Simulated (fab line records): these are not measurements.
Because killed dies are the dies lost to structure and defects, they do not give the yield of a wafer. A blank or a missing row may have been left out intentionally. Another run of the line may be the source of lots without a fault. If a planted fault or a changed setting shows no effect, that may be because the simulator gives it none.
Struck lot and sound lot, side by side | flow n5Finfet | 37 steps out of a route of 1938
Sound: the wafers L922.1, L922.3, L922.5. Struck: wafer L925.5. (L925.2, L925.3 of the same lot were not struck and are left out.) The cause comes at the end.
Order at every step that has rows: each side's tool, ch and its chambers, its first start. Under that, the readings that differ: sound wafers | struck wafers | difference of the means | sigmas: that difference in standard deviations of wafers without a fault.
alike: a reading whose means differ by less than 2 such deviations, as well as words and numbers matching on both sides. not compared: withheld readings; readings where some wafer has no value; bounds like >300 that might hide an equal value; numbers whose values overlap and for which the record gives no deviation.
A row with sigmas, a row that says differs or no value, or rows on one side alone: a step with any of these is where the two part. When numbers do not overlap yet have no deviation, they are printed without sigmas and do not part them. Lack of a reading on every wafer of one side parts them only where that side has two or more wafers.

first, 9 steps without rows for these wafers: N5_STI_FIN_REVEAL_STRIP_35 (strips Si3N4 in H3PO4, target depth 4 nm, time 39 s); N5_STI_FIN_REVEAL_SRD_21 (time 30 s); N5_STI_FIN_REVEAL_OXIDATION_33 (chemistry O2 PLASMA REMOTE, time 20 s); N5_STI_FIN_REVEAL_CLEAN_19 (cleans in O3/DIW, time 120 s); N5_STI_FIN_REVEAL_SRD_23 (time 30 s); N5_STI_FIN_REVEAL_PRECLEAN_18 (cleans in SC2, time 45 s); N5_STI_FIN_REVEAL_SRD_28 (time 30 s); N5_DUMMY_GATE_PRECLEAN_00 (cleans in O3/DIW, time 60 s); N5_DUMMY_GATE_SRD_01 (time 30 s).
N5_DUMMY_GATE_ALD_02: deposits SiO2, target thk 2 nm, pulse time 1 s.
  sound on aldSin-02 ch 0,1, day 4 04:01; struck on aldSin-02 ch 3, day 5 03:40
reading                                    | sound | struck | difference | sigmas
model.SiO2_of_DUMMY_GATE_ALD_02.thkNm (nm) | 2 2 2 | 2.6    | +0.6       | 
  alike: heaterPowerOuterW, heaterPowerW, precursorPulseHeightRel
then, 24 steps without rows for these wafers: N5_DUMMY_GATE_CVD_03 (deposits a-Si from SiH4, target thk 150 nm, time 8042 s); N5_DUMMY_GATE_PRECLEAN_46 (cleans in DIW, time 89.5 s); N5_DUMMY_GATE_SRD_47 (dry time 32 s); N5_DUMMY_GATE_CMP_04 (polishes a-Si); N5_DUMMY_GATE_HM_DEP_06 (deposits SiNx from DCS/NH3, target thk 80 nm, time 5141 s); N5_DUMMY_GATE_PECVD_30 (deposits SiO2 from TEOS/O2, target thk 55 nm, time 10.8 s); N5_DUMMY_GATE_COAT_34 (time 60 s, resist thk 60 nm); N5_DUMMY_GATE_COAT_35 (time 60 s, resist thk 10 nm); N5_DUMMY_GATE_COAT_28 (time 60 s, resist thk 10 nm); N5_DUMMY_GATE_COAT_09 (resist thk 30 nm); N5_DUMMY_GATE_EBR_11; N5_DUMMY_GATE_SOFTBAKE_10 (time 60 s); N5_DUMMY_GATE_EXPOSE_12 (exposes mask GATE, target cd 25 nm); N5_DUMMY_GATE_PEB_13 (peb time 60 s); N5_DUMMY_GATE_DEVELOP_14 (develop time 30 s); N5_DUMMY_GATE_DESCUM_20 (chemistry O2, time 6.2 s); N5_DUMMY_GATE_ETCH_29 (etches underlayer in N2/H2, target depth 13 nm); N5_DUMMY_GATE_ETCH_36 (etches SiARC in CF4, target depth 13 nm); N5_DUMMY_GATE_ETCH_37 (etches SOC in N2/H2, target depth 60 nm, overetch 30 nm); N5_DUMMY_GATE_STRIP_38 (strips in N2/H2); N5_DUMMY_GATE_STRIP_39 (strips in N2/H2); N5_DUMMY_GATE_TRIM_49 (chemistry O2, time 29 s, target cd 14 nm); N5_DUMMY_GATE_STRIP_40 (strips in CF4); N5_DUMMY_GATE_ETCH_31 (etches SiO2 in C4F6/O2, target depth 82.5 nm, time 27.5 s).
N5_DUMMY_GATE_ETCH_44: etches poly-Si in HBr/O2, stops on SiO2, target depth 127.5 nm.
  sound on rieSi-03 ch 0,2,3, day 4 13:22; struck on rieSi-05 ch 3, day 5 13:06
reading                                    | sound | struck | difference | sigmas
model.SiO2_of_DUMMY_GATE_ALD_02.thkNm (nm) | 2 2 2 | 2.6    | +0.6       | 
  alike: drypumpMotorCurrentA, oesProductAu, throttleValvePct
  not compared: rfHoursCounterH
-- record jumps: 5 days separate the struck wafers' starts on either side; left off in module DUMMY_GATE, taken up again in module BEOL_M4, whose first shown step is the route's number 1111 --
N5_BEOL_M4_RC_MEAS_101:
  sound on prober-01 ch 0, day 9 08:35; struck on prober-02 ch 0, day 10 15:18
reading         | sound                | struck | difference | sigmas
EOT_N           | 10.45 10.63 10.54    | 11.55  | +1.01      | +10
EOT_P           | 10.57 10.50 10.41    | 11.42  | +0.93      | +9
IGATE_N (nA/um) | 0.0126 0.0114 0.0134 | 0.0037 | -0.0088    | -5
IGATE_P (nA/um) | 0.0036 0.0033 0.0039 | 0.0011 | -0.0025    | -5
IOFF_N (nA/um)  | 0.21 0.16 0.18       | 0.28   | +0.10      | +3
IOFF_P (nA/um)  | 0.26 0.20 0.24       | 0.31   | +0.08      | +2
  alike: DIBL_N, DIBL_P, ION_N, ION_P, SS_N, SS_P, VT_N, VT_P
-- record jumps: 4 days separate the struck wafers' starts on either side; left off in module BEOL_M4, taken up again in module PASSIVATION, whose first shown step is the route's number 1936 --
N5_PASSIVATION_PROBE_49:
  sound on prober-02 at day 13 22:20; struck on prober-01 at day 14 20:00
reading                | sound | struck | difference | sigmas
sort_bin_4_leakage (%) | 0 0 0 | 0.25   | +0.25      | 
  alike: defectLimitedYield, killed_at_M0_to_M3, killed_at_M4_up, killedAtContacts, killedAtFrontEnd, killedAtOther, killedDies, killedOpen, killedShort, sort_bin_5_function, sort_bin_6_memory, sort_bin_8_speed, sortNPass, sortYieldPct

== WHERE THEY PART ==
Within this record, at N5_BEOL_M4_RC_MEAS_101 only. Later steps at which nothing parts them and some readings are alike: N5_PASSIVATION_PROBE_49.

WHY: what the simulator had put in
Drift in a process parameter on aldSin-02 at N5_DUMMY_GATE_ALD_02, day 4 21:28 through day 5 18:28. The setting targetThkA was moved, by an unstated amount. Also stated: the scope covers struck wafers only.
